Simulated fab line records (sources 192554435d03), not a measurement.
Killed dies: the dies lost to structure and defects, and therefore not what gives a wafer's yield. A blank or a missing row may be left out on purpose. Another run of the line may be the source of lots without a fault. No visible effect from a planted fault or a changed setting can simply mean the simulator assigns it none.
The tool behind it: which one?	flow n5Finfet	Sampling: 12 lots, 36 wafers, 2 of 1938 route steps

## WHAT THE GAUGES SHOWED, per wafer
N5_BEOL_M11_INSPECT_58: inspects for defects (darkfield).
lot	measured	on	rawDefectCount
L076	day 11 00:11	defectInspect-02	52 30 62
L077	day 11 16:38	defectInspect-02	57 89 49
L079	day 12 02:49	defectInspect-01	104 70 69
L081	day 12 16:05	defectInspect-02	53 39 77
L082	day 12 23:07	defectInspect-02	37 42 54
L085	day 14 05:14	defectInspect-01	87 75 51
L088	day 14 07:14	defectInspect-02	53 66 84
L091	day 14 10:16	defectInspect-02	71 48 87
L089	day 14 20:00	defectInspect-02	57 77 77
L092	day 15 17:29	defectInspect-02	50 46 58
L095	day 15 22:21	defectInspect-02	42 64 68
L096	day 16 11:25	defectInspect-02	57 61 56

## WHICH TOOL RAN EACH LOT (tool, then ch and the chambers of the sampled wafers, then the start)
lot	N5_BEOL_M11_DESCUM_33
L076	rieDiel-04 ch 0,3, day 10 20:13
L077	rieDiel-01 ch 1,2,3, day 11 13:19
L079	rieDiel-01 ch 0,2, day 11 23:05
L081	rieDiel-04 ch 0,1,2, day 12 12:58
L082	rieDiel-04 ch 1,2,3, day 12 19:48
L085	rieDiel-04 ch 1,2,3, day 13 23:30
L088	rieDiel-04 ch 1,2,3, day 14 02:56
L091	rieDiel-01 ch 1,2,3, day 14 06:44
L089	rieDiel-04 ch 0,1,3, day 14 15:49
L092	rieDiel-01 ch 0,1,3, day 15 13:52
L095	rieDiel-05 ch 2,3, day 15 19:08
L096	rieDiel-01 ch 2,3, day 16 06:48
- N5_BEOL_M11_DESCUM_33: chemistry O2, time 7.9 s.

## THE ANSWER, worked out from the rows above alone
Rule: usual is defined by the lots themselves. Put in order of their means at a reading, lots are off if they are a third of the lots or fewer, leave a main group of 4 or more, and stand apart from it by a gap of 3 or more times the standard deviation of the main group's means; of several such gaps the widest counts. If all means in a main group match to the digits the tables above print for the reading, that group is not used. Also off: a lot with no number at a reading for which 4 or more lots have one. Any other lot the step has rows for is counted as sound.
Across all readings shown, no lot is off: no conclusion can be drawn from this.

## WHAT HAD BEEN PUT IN BY THE SIMULATOR
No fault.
